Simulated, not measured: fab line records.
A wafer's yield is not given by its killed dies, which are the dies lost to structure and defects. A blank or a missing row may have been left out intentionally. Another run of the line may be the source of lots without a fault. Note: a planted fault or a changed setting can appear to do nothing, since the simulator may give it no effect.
What tool caused it? || flow n5_finfet || Sampling: 7 lots, 20 wafers, 7 of 1938 route steps

## WHAT EACH GAUGE READ, for each wafer
N5_BEOL_M4_RC_MEAS_101. Usual: DIBL_N 36.4 mV/V, standard deviation 1.6; DIBL_P 36.2 mV/V, standard deviation 1.8; IOFF_N 0.159 nA/um, standard deviation 0.029; IOFF_P 0.21 nA/um, standard deviation 0.034; ION_N 670 uA/um, standard deviation 12; ION_P 459 uA/um, standard deviation 8.2; SS_N 71.5 mV/dec, standard deviation 0.59; SS_P 73.2 mV/dec, standard deviation 0.54; VT_N 250 mV, standard deviation 3.3; VT_P -250 mV, standard deviation 3.7.
{"lot": "L888", "measured": "day 8 20:48", "on": "prober-02", "DIBL_N (mV/V)": "35.8 36.6 36.6", "DIBL_P (mV/V)": "37.4 37.3 37.5", "IOFF_N (nA/um)": "0.150 0.153 0.164", "IOFF_P (nA/um)": "0.20 0.20 0.21", "ION_N (uA/um)": "673 659 671", "ION_P (uA/um)": "460 447 459", "SS_N (mV/dec)": "71.2 71.3 71.5", "SS_P (mV/dec)": "73.4 73.6 73.1", "VT_N (mV)": "248 251 251", "VT_P (mV)": "-251 -252 -254", "flag": ""}
{"lot": "L895", "measured": "day 11 04:25", "on": "prober-01", "DIBL_N (mV/V)": 35.8, "DIBL_P (mV/V)": 34.4, "IOFF_N (nA/um)": 0.130, "IOFF_P (nA/um)": 0.16, "ION_N (uA/um)": 657, "ION_P (uA/um)": 441, "SS_N (mV/dec)": 71.6, "SS_P (mV/dec)": 72.5, "VT_N (mV)": 257, "VT_P (mV)": -258, "flag": ""}
{"lot": "L900", "measured": "day 12 08:26", "on": "prober-01", "DIBL_N (mV/V)": "36.2 36.7", "DIBL_P (mV/V)": "35.0 34.4", "IOFF_N (nA/um)": "0.141 0.149", "IOFF_P (nA/um)": "0.21 0.19", "ION_N (uA/um)": "664 656", "ION_P (uA/um)": "462 459", "SS_N (mV/dec)": "71.5 71.7", "SS_P (mV/dec)": "73.0 72.9", "VT_N (mV)": "252 253", "VT_P (mV)": "-249 -251", "flag": ""}
{"lot": "L905", "measured": "day 13 05:35", "on": "prober-01", "DIBL_N (mV/V)": "36.0 34.9 36.2", "DIBL_P (mV/V)": "35.5 33.7 38.1", "IOFF_N (nA/um)": "0.161 0.129 0.158", "IOFF_P (nA/um)": "0.20 0.17 0.23", "ION_N (uA/um)": "663 654 675", "ION_P (uA/um)": "454 449 464", "SS_N (mV/dec)": "71.7 71.8 72.1", "SS_P (mV/dec)": "72.9 72.5 73.4", "VT_N (mV)": "253 257 253", "VT_P (mV)": "-254 -254 -251", "flag": ""}
{"lot": "L906", "measured": "day 13 02:19", "on": "prober-01", "DIBL_N (mV/V)": "38.3 35.2 37.8", "DIBL_P (mV/V)": "39.3 37.0 40.3", "IOFF_N (nA/um)": "0.193 0.148 0.189", "IOFF_P (nA/um)": "0.27 0.23 0.29", "ION_N (uA/um)": "676 677 679", "ION_P (uA/um)": "464 467 473", "SS_N (mV/dec)": "72.3 70.9 72.2", "SS_P (mV/dec)": "73.4 73.4 74.0", "VT_N (mV)": "247 249 245", "VT_P (mV)": "-246 -246 -243", "flag": ""}
{"lot": "L908", "measured": "day 13 16:05", "on": "prober-02", "DIBL_N (mV/V)": "39.1 38.5 39.0", "DIBL_P (mV/V)": "37.3 36.3 38.0", "IOFF_N (nA/um)": "0.199 0.188 0.196", "IOFF_P (nA/um)": "0.22 0.21 0.25", "ION_N (uA/um)": "683 695 679", "ION_P (uA/um)": "460 470 462", "SS_N (mV/dec)": "71.9 71.4 71.4", "SS_P (mV/dec)": "73.5 73.1 73.4", "VT_N (mV)": "247 245 245", "VT_P (mV)": "-250 -250 -246", "flag": ""}
{"lot": "L909", "measured": "day 13 23:15", "on": "prober-02", "DIBL_N (mV/V)": "35.5 38.6 36.9", "DIBL_P (mV/V)": "34.9 39.7 37.1", "IOFF_N (nA/um)": "0.113 0.190 0.152", "IOFF_P (nA/um)": "0.14 0.20 0.16", "ION_N (uA/um)": "649 673 675", "ION_P (uA/um)": "443 453 455", "SS_N (mV/dec)": "71.2 72.2 71.9", "SS_P (mV/dec)": "72.3 73.7 72.9", "VT_N (mV)": "257 250 251", "VT_P (mV)": "-262 -253 -258", "flag": ""}

## WHAT TOOL EACH LOT RAN ON (gives the tool, then ch and the chambers of the sampled wafers, and finally the start)
{"lot": "L888", "N5_MOL_CONTACT_COAG_ETCHBACK_135": "rie_diel-01 ch 0,2,3, day 5 19:13", "N5_MOL_CONTACT_COAG_ETCH_47": "rie_diel-01 ch 0,2,3, day 5 19:21", "N5_MOL_CONTACT_COAG_ETCH_66": "rie_diel-03 ch 0,1,3, day 5 20:16", "N5_MOL_CONTACT_COAG_ETCHBACK_136": "rie_diel-06 ch 0,2, day 5 20:39", "N5_MOL_CONTACT_COAG_ETCH_124": "rie_diel-06 ch 0,2, day 5 20:43", "N5_MOL_CONTACT_COAG_ETCH_48": "rie_diel-06 ch 0,2, day 5 20:46"}
{"lot": "L895", "N5_MOL_CONTACT_COAG_ETCHBACK_135": "rie_diel-03 ch 0,1, day 7 00:42", "N5_MOL_CONTACT_COAG_ETCH_47": "rie_diel-03 ch 0,1, day 7 00:50", "N5_MOL_CONTACT_COAG_ETCH_66": "rie_diel-06 ch 2,3, day 7 01:37", "N5_MOL_CONTACT_COAG_ETCHBACK_136": "rie_diel-06 ch 2,3, day 7 02:34", "N5_MOL_CONTACT_COAG_ETCH_124": "rie_diel-06 ch 2,3, day 7 02:38", "N5_MOL_CONTACT_COAG_ETCH_48": "rie_diel-06 ch 2,3, day 7 02:40"}
{"lot": "L900", "N5_MOL_CONTACT_COAG_ETCHBACK_135": "rie_diel-03 ch 0,3, day 8 12:35", "N5_MOL_CONTACT_COAG_ETCH_47": "rie_diel-03 ch 0,3, day 8 12:43", "N5_MOL_CONTACT_COAG_ETCH_66": "rie_diel-06 ch 1,3, day 8 13:33", "N5_MOL_CONTACT_COAG_ETCHBACK_136": "rie_diel-06 ch 0,1, day 8 14:23", "N5_MOL_CONTACT_COAG_ETCH_124": "rie_diel-06 ch 0,1, day 8 14:28", "N5_MOL_CONTACT_COAG_ETCH_48": "rie_diel-06 ch 0,1, day 8 14:30"}
{"lot": "L905", "N5_MOL_CONTACT_COAG_ETCHBACK_135": "rie_diel-01 ch 0,2,3, day 9 16:51", "N5_MOL_CONTACT_COAG_ETCH_47": "rie_diel-01 ch 0,2,3, day 9 16:59", "N5_MOL_CONTACT_COAG_ETCH_66": "rie_diel-03 ch 0,2,3, day 9 17:43", "N5_MOL_CONTACT_COAG_ETCHBACK_136": "rie_diel-03 ch 0,2,3, day 9 18:07", "N5_MOL_CONTACT_COAG_ETCH_124": "rie_diel-03 ch 0,2,3, day 9 18:11", "N5_MOL_CONTACT_COAG_ETCH_48": "rie_diel-03 ch 0,2,3, day 9 18:13"}
{"lot": "L906", "N5_MOL_CONTACT_COAG_ETCHBACK_135": "rie_diel-06 ch 2,3, day 9 19:57", "N5_MOL_CONTACT_COAG_ETCH_47": "rie_diel-06 ch 2,3, day 9 20:05", "N5_MOL_CONTACT_COAG_ETCH_66": "rie_diel-03 ch 0,2, day 9 20:49", "N5_MOL_CONTACT_COAG_ETCHBACK_136": "rie_diel-03 ch 0,3, day 9 22:02", "N5_MOL_CONTACT_COAG_ETCH_124": "rie_diel-03 ch 0,3, day 9 22:06", "N5_MOL_CONTACT_COAG_ETCH_48": "rie_diel-03 ch 0,3, day 9 22:08"}
{"lot": "L908", "N5_MOL_CONTACT_COAG_ETCHBACK_135": "rie_diel-03 ch 0,1,3, day 10 05:10", "N5_MOL_CONTACT_COAG_ETCH_47": "rie_diel-03 ch 0,1,3, day 10 05:19", "N5_MOL_CONTACT_COAG_ETCH_66": "rie_diel-03 ch 0,3, day 10 06:10", "N5_MOL_CONTACT_COAG_ETCHBACK_136": "rie_diel-01 ch 2,3, day 10 06:33", "N5_MOL_CONTACT_COAG_ETCH_124": "rie_diel-01 ch 2,3, day 10 06:37", "N5_MOL_CONTACT_COAG_ETCH_48": "rie_diel-01 ch 2,3, day 10 06:39"}
{"lot": "L909", "N5_MOL_CONTACT_COAG_ETCHBACK_135": "rie_diel-01 ch 0,1,3, day 10 09:02", "N5_MOL_CONTACT_COAG_ETCH_47": "rie_diel-01 ch 0,1,3, day 10 09:10", "N5_MOL_CONTACT_COAG_ETCH_66": "rie_diel-01 ch 2,3, day 10 10:02", "N5_MOL_CONTACT_COAG_ETCHBACK_136": "rie_diel-01 ch 0,1,2, day 10 10:29", "N5_MOL_CONTACT_COAG_ETCH_124": "rie_diel-01 ch 0,1,2, day 10 10:32", "N5_MOL_CONTACT_COAG_ETCH_48": "rie_diel-01 ch 0,1,2, day 10 10:35"}
- N5_MOL_CONTACT_COAG_ETCHBACK_135: etches SiO2 in CHF3, target depth 25 nm, time 16.7 s.
- N5_MOL_CONTACT_COAG_ETCH_47: etches SiNx in CH3F/O2, stops on W, target depth 27 nm.
- N5_MOL_CONTACT_COAG_ETCH_66: etches SiARC in CF4, target depth 13 nm, time 21.7 s.
- N5_MOL_CONTACT_COAG_ETCHBACK_136: etches SiO2 in CHF3, target depth 25 nm, time 16.7 s.
- N5_MOL_CONTACT_COAG_ETCH_124: etches SiNx in CH3F/O2, stops on SiOC, target depth 6.5 nm.
- N5_MOL_CONTACT_COAG_ETCH_48: etches SiOC in C4F6/O2, target depth 15 nm, overetch 4.5 nm, time 17 s.

## AS READ BY THE TOOLS THEMSELVES (means over the sampled wafers that have a number; for cases with no such wafer, the mark the record gives instead)
N5_MOL_CONTACT_COAG_ETCHBACK_135. Usual: drypump_motor_current_A 5.7 A, standard deviation 0.42; oes_product_au 0.79 a.u., standard deviation 0.097; rf_vpp_V 526 V, standard deviation 7.3; showerhead_plenum_p_Torr 2.38 Torr, standard deviation 0.089; throttle_valve_pct 18.77 %, standard deviation 0.23.
{"lot": "L888", "tool": "rie_diel-01", "drypump_motor_current_A (A)": 5.6, "oes_product_au (a.u.)": 0.73, "rf_vpp_V (V)": 523, "showerhead_plenum_p_Torr (Torr)": 2.40, "throttle_valve_pct (%)": 18.74, "flag": ""}
{"lot": "L895", "tool": "rie_diel-03", "drypump_motor_current_A (A)": 5.6, "oes_product_au (a.u.)": 0.71, "rf_vpp_V (V)": 523, "showerhead_plenum_p_Torr (Torr)": 2.37, "throttle_valve_pct (%)": 18.95, "flag": ""}
{"lot": "L900", "tool": "rie_diel-03", "drypump_motor_current_A (A)": 6.2, "oes_product_au (a.u.)": 0.79, "rf_vpp_V (V)": 532, "showerhead_plenum_p_Torr (Torr)": 2.43, "throttle_valve_pct (%)": 18.61, "flag": ""}
{"lot": "L905", "tool": "rie_diel-01", "drypump_motor_current_A (A)": 5.6, "oes_product_au (a.u.)": 0.71, "rf_vpp_V (V)": 523, "showerhead_plenum_p_Torr (Torr)": 2.39, "throttle_valve_pct (%)": 18.79, "flag": ""}
{"lot": "L906", "tool": "rie_diel-06", "drypump_motor_current_A (A)": 5.4, "oes_product_au (a.u.)": 0.93, "rf_vpp_V (V)": 531, "showerhead_plenum_p_Torr (Torr)": 2.39, "throttle_valve_pct (%)": 18.59, "flag": ""}
{"lot": "L908", "tool": "rie_diel-03", "drypump_motor_current_A (A)": 5.9, "oes_product_au (a.u.)": 0.84, "rf_vpp_V (V)": 528, "showerhead_plenum_p_Torr (Torr)": 2.41, "throttle_valve_pct (%)": 18.71, "flag": ""}
{"lot": "L909", "tool": "rie_diel-01", "drypump_motor_current_A (A)": 5.5, "oes_product_au (a.u.)": 0.70, "rf_vpp_V (V)": 524, "showerhead_plenum_p_Torr (Torr)": 2.36, "throttle_valve_pct (%)": 18.92, "flag": ""}

N5_MOL_CONTACT_COAG_ETCH_47. Usual: drypump_motor_current_A 5.7 A, standard deviation 0.43; etch_rf_on_time_s 31.3 s, standard deviation 0.54; oes_product_au 0.70 a.u., standard deviation 0.086; rf_vpp_V 298 V, standard deviation 4.2; showerhead_plenum_p_Torr 2.00 Torr, standard deviation 0.077; throttle_valve_pct 16.40 %, standard deviation 0.24.
{"lot": "L888", "tool": "rie_diel-01", "drypump_motor_current_A (A)": 5.6, "etch_rf_on_time_s (s)": 31.5, "oes_product_au (a.u.)": 0.66, "rf_vpp_V (V)": 296, "showerhead_plenum_p_Torr (Torr)": 2.02, "throttle_valve_pct (%)": 16.37, "flag": ""}
{"lot": "L895", "tool": "rie_diel-03", "drypump_motor_current_A (A)": 5.6, "etch_rf_on_time_s (s)": 31.5, "oes_product_au (a.u.)": 0.64, "rf_vpp_V (V)": 296, "showerhead_plenum_p_Torr (Torr)": 1.99, "throttle_valve_pct (%)": 16.58, "flag": ""}
{"lot": "L900", "tool": "rie_diel-03", "drypump_motor_current_A (A)": 6.2, "etch_rf_on_time_s (s)": 31.8, "oes_product_au (a.u.)": 0.71, "rf_vpp_V (V)": 301, "showerhead_plenum_p_Torr (Torr)": 2.05, "throttle_valve_pct (%)": 16.28, "flag": ""}
{"lot": "L905", "tool": "rie_diel-01", "drypump_motor_current_A (A)": 5.6, "etch_rf_on_time_s (s)": 31.7, "oes_product_au (a.u.)": 0.64, "rf_vpp_V (V)": 297, "showerhead_plenum_p_Torr (Torr)": 2.01, "throttle_valve_pct (%)": 16.44, "flag": ""}
{"lot": "L906", "tool": "rie_diel-06", "drypump_motor_current_A (A)": 5.4, "etch_rf_on_time_s (s)": 30.7, "oes_product_au (a.u.)": 0.83, "rf_vpp_V (V)": 301, "showerhead_plenum_p_Torr (Torr)": 2.01, "throttle_valve_pct (%)": 16.19, "flag": ""}
{"lot": "L908", "tool": "rie_diel-03", "drypump_motor_current_A (A)": 5.9, "etch_rf_on_time_s (s)": 31.3, "oes_product_au (a.u.)": 0.76, "rf_vpp_V (V)": 299, "showerhead_plenum_p_Torr (Torr)": 2.02, "throttle_valve_pct (%)": 16.34, "flag": ""}
{"lot": "L909", "tool": "rie_diel-01", "drypump_motor_current_A (A)": 5.4, "etch_rf_on_time_s (s)": 31.2, "oes_product_au (a.u.)": 0.64, "rf_vpp_V (V)": 298, "showerhead_plenum_p_Torr (Torr)": 1.98, "throttle_valve_pct (%)": 16.55, "flag": ""}

N5_MOL_CONTACT_COAG_ETCH_66. Usual: drypump_motor_current_A 5.7 A, standard deviation 0.44; etch_rf_on_time_s 21.9 s, standard deviation 0.41; oes_product_au 0.66 a.u., standard deviation 0.08; rf_vpp_V 184.1 V, standard deviation 1.3; showerhead_plenum_p_Torr 2.15 Torr, standard deviation 0.083; throttle_valve_pct 15.68 %, standard deviation 0.26.
{"lot": "L888", "tool": "rie_diel-03", "drypump_motor_current_A (A)": 5.8, "etch_rf_on_time_s (s)": 22.0, "oes_product_au (a.u.)": 0.65, "rf_vpp_V (V)": 184.4, "showerhead_plenum_p_Torr (Torr)": 2.17, "throttle_valve_pct (%)": 15.67, "flag": ""}
{"lot": "L895", "tool": "rie_diel-06", "drypump_motor_current_A (A)": 5.5, "etch_rf_on_time_s (s)": 21.6, "oes_product_au (a.u.)": 0.70, "rf_vpp_V (V)": 183.9, "showerhead_plenum_p_Torr (Torr)": 2.15, "throttle_valve_pct (%)": 15.72, "flag": ""}
{"lot": "L900", "tool": "rie_diel-06", "drypump_motor_current_A (A)": 5.5, "etch_rf_on_time_s (s)": 21.5, "oes_product_au (a.u.)": 0.78, "rf_vpp_V (V)": 182.6, "showerhead_plenum_p_Torr (Torr)": 2.10, "throttle_valve_pct (%)": 15.51, "flag": ""}
{"lot": "L905", "tool": "rie_diel-03", "drypump_motor_current_A (A)": 5.9, "etch_rf_on_time_s (s)": 21.9, "oes_product_au (a.u.)": 0.69, "rf_vpp_V (V)": 184.7, "showerhead_plenum_p_Torr (Torr)": 2.19, "throttle_valve_pct (%)": 15.57, "flag": ""}
{"lot": "L906", "tool": "rie_diel-03", "drypump_motor_current_A (A)": 5.4, "etch_rf_on_time_s (s)": 21.7, "oes_product_au (a.u.)": 0.66, "rf_vpp_V (V)": 184.1, "showerhead_plenum_p_Torr (Torr)": 2.13, "throttle_valve_pct (%)": 15.68, "flag": ""}
{"lot": "L908", "tool": "rie_diel-03", "drypump_motor_current_A (A)": 6.2, "etch_rf_on_time_s (s)": 22.2, "oes_product_au (a.u.)": 0.66, "rf_vpp_V (V)": 184.3, "showerhead_plenum_p_Torr (Torr)": 2.17, "throttle_valve_pct (%)": 15.51, "flag": ""}
{"lot": "L909", "tool": "rie_diel-01", "drypump_motor_current_A (A)": 5.6, "etch_rf_on_time_s (s)": 21.8, "oes_product_au (a.u.)": 0.60, "rf_vpp_V (V)": 183.8, "showerhead_plenum_p_Torr (Torr)": 2.11, "throttle_valve_pct (%)": 15.67, "flag": ""}

N5_MOL_CONTACT_COAG_ETCHBACK_136. Usual: drypump_motor_current_A 5.8 A, standard deviation 0.44; oes_product_au 0.80 a.u., standard deviation 0.099; rf_vpp_V 526 V, standard deviation 7.6; showerhead_plenum_p_Torr 2.37 Torr, standard deviation 0.086; throttle_valve_pct 18.75 %, standard deviation 0.24.
{"lot": "L888", "tool": "rie_diel-06", "drypump_motor_current_A (A)": 5.7, "oes_product_au (a.u.)": 0.72, "rf_vpp_V (V)": 535, "showerhead_plenum_p_Torr (Torr)": 2.39, "throttle_valve_pct (%)": 18.74, "flag": ""}
{"lot": "L895", "tool": "rie_diel-06", "drypump_motor_current_A (A)": 5.4, "oes_product_au (a.u.)": 0.73, "rf_vpp_V (V)": 529, "showerhead_plenum_p_Torr (Torr)": 2.39, "throttle_valve_pct (%)": 18.84, "flag": ""}
{"lot": "L900", "tool": "rie_diel-06", "drypump_motor_current_A (A)": 6.2, "oes_product_au (a.u.)": 0.75, "rf_vpp_V (V)": 527, "showerhead_plenum_p_Torr (Torr)": 2.30, "throttle_valve_pct (%)": 18.53, "flag": ""}
{"lot": "L905", "tool": "rie_diel-03", "drypump_motor_current_A (A)": 5.9, "oes_product_au (a.u.)": 0.81, "rf_vpp_V (V)": 530, "showerhead_plenum_p_Torr (Torr)": 2.44, "throttle_valve_pct (%)": 18.70, "flag": ""}
{"lot": "L906", "tool": "rie_diel-03", "drypump_motor_current_A (A)": 5.7, "oes_product_au (a.u.)": 0.74, "rf_vpp_V (V)": 529, "showerhead_plenum_p_Torr (Torr)": 2.35, "throttle_valve_pct (%)": 18.71, "flag": ""}
{"lot": "L908", "tool": "rie_diel-01", "drypump_motor_current_A (A)": 5.7, "oes_product_au (a.u.)": 0.70, "rf_vpp_V (V)": 517, "showerhead_plenum_p_Torr (Torr)": 2.36, "throttle_valve_pct (%)": 18.84, "flag": ""}
{"lot": "L909", "tool": "rie_diel-01", "drypump_motor_current_A (A)": 5.5, "oes_product_au (a.u.)": 0.70, "rf_vpp_V (V)": 521, "showerhead_plenum_p_Torr (Torr)": 2.36, "throttle_valve_pct (%)": 18.98, "flag": ""}

N5_MOL_CONTACT_COAG_ETCH_124. Usual: drypump_motor_current_A 5.8 A, standard deviation 0.44; oes_product_au 0.69 a.u., standard deviation 0.081; rf_vpp_V 299 V, standard deviation 4.2; showerhead_plenum_p_Torr 1.99 Torr, standard deviation 0.075; throttle_valve_pct 16.34 %, standard deviation 0.25.
{"lot": "L888", "tool": "rie_diel-06", "drypump_motor_current_A (A)": 5.8, "oes_product_au (a.u.)": 0.62, "rf_vpp_V (V)": 304, "showerhead_plenum_p_Torr (Torr)": 2.00, "throttle_valve_pct (%)": 16.37, "flag": ""}
{"lot": "L895", "tool": "rie_diel-06", "drypump_motor_current_A (A)": 5.4, "oes_product_au (a.u.)": 0.54, "rf_vpp_V (V)": 300, "showerhead_plenum_p_Torr (Torr)": 2.00, "throttle_valve_pct (%)": 16.41, "flag": ""}
{"lot": "L900", "tool": "rie_diel-06", "drypump_motor_current_A (A)": 6.2, "oes_product_au (a.u.)": 0.58, "rf_vpp_V (V)": 299, "showerhead_plenum_p_Torr (Torr)": 1.93, "throttle_valve_pct (%)": 16.14, "flag": ""}
{"lot": "L905", "tool": "rie_diel-03", "drypump_motor_current_A (A)": 5.9, "oes_product_au (a.u.)": 0.70, "rf_vpp_V (V)": 301, "showerhead_plenum_p_Torr (Torr)": 2.05, "throttle_valve_pct (%)": 16.32, "flag": ""}
{"lot": "L906", "tool": "rie_diel-03", "drypump_motor_current_A (A)": 5.7, "oes_product_au (a.u.)": 0.64, "rf_vpp_V (V)": 301, "showerhead_plenum_p_Torr (Torr)": 1.98, "throttle_valve_pct (%)": 16.34, "flag": ""}
{"lot": "L908", "tool": "rie_diel-01", "drypump_motor_current_A (A)": 5.7, "oes_product_au (a.u.)": 0.60, "rf_vpp_V (V)": 293, "showerhead_plenum_p_Torr (Torr)": 1.98, "throttle_valve_pct (%)": 16.46, "flag": ""}
{"lot": "L909", "tool": "rie_diel-01", "drypump_motor_current_A (A)": 5.5, "oes_product_au (a.u.)": 0.60, "rf_vpp_V (V)": 295, "showerhead_plenum_p_Torr (Torr)": 1.98, "throttle_valve_pct (%)": 16.59, "flag": ""}

N5_MOL_CONTACT_COAG_ETCH_48. Usual: drypump_motor_current_A 5.8 A, standard deviation 0.44; oes_product_au 0.66 a.u., standard deviation 0.086; rf_vpp_V 1595 V, standard deviation 22; showerhead_plenum_p_Torr 2.83 Torr, standard deviation 0.1; throttle_valve_pct 40.7 %, standard deviation 0.36.
{"lot": "L888", "tool": "rie_diel-06", "drypump_motor_current_A (A)": 5.7, "oes_product_au (a.u.)": 0.59, "rf_vpp_V (V)": 1620, "showerhead_plenum_p_Torr (Torr)": 2.85, "throttle_valve_pct (%)": 40.5, "flag": ""}
{"lot": "L895", "tool": "rie_diel-06", "drypump_motor_current_A (A)": 5.5, "oes_product_au (a.u.)": 0.53, "rf_vpp_V (V)": 1602, "showerhead_plenum_p_Torr (Torr)": 2.84, "throttle_valve_pct (%)": 40.6, "flag": ""}
{"lot": "L900", "tool": "rie_diel-06", "drypump_motor_current_A (A)": 6.1, "oes_product_au (a.u.)": 0.57, "rf_vpp_V (V)": 1598, "showerhead_plenum_p_Torr (Torr)": 2.75, "throttle_valve_pct (%)": 40.4, "flag": ""}
{"lot": "L905", "tool": "rie_diel-03", "drypump_motor_current_A (A)": 5.9, "oes_product_au (a.u.)": 0.67, "rf_vpp_V (V)": 1609, "showerhead_plenum_p_Torr (Torr)": 2.91, "throttle_valve_pct (%)": 40.5, "flag": ""}
{"lot": "L906", "tool": "rie_diel-03", "drypump_motor_current_A (A)": 5.8, "oes_product_au (a.u.)": 0.62, "rf_vpp_V (V)": 1604, "showerhead_plenum_p_Torr (Torr)": 2.81, "throttle_valve_pct (%)": 40.4, "flag": ""}
{"lot": "L908", "tool": "rie_diel-01", "drypump_motor_current_A (A)": 5.7, "oes_product_au (a.u.)": 0.57, "rf_vpp_V (V)": 1570, "showerhead_plenum_p_Torr (Torr)": 2.81, "throttle_valve_pct (%)": 40.9, "flag": ""}
{"lot": "L909", "tool": "rie_diel-01", "drypump_motor_current_A (A)": 5.6, "oes_product_au (a.u.)": 0.55, "rf_vpp_V (V)": 1579, "showerhead_plenum_p_Torr (Torr)": 2.82, "throttle_valve_pct (%)": 40.9, "flag": ""}

## THE ANSWER, worked out from the rows above alone
Rule: a lot is off if the mean of its wafers that have a number lies more than 3 standard deviations from the usual mean. A lot without any number at a reading at which 4 lots or more have one is off too. Any other lot the step has rows for is counted as sound. Order of review: gauges by route order, followed by the tools' own readings, for which a lot's mean as printed above is used. At the first step where some lot is off, the reading lying furthest off is the one used; lots without a number count as furthest.
None of the lots is off at any reading shown; this tells nothing.

## WHAT THE SIMULATOR HAD INSERTED
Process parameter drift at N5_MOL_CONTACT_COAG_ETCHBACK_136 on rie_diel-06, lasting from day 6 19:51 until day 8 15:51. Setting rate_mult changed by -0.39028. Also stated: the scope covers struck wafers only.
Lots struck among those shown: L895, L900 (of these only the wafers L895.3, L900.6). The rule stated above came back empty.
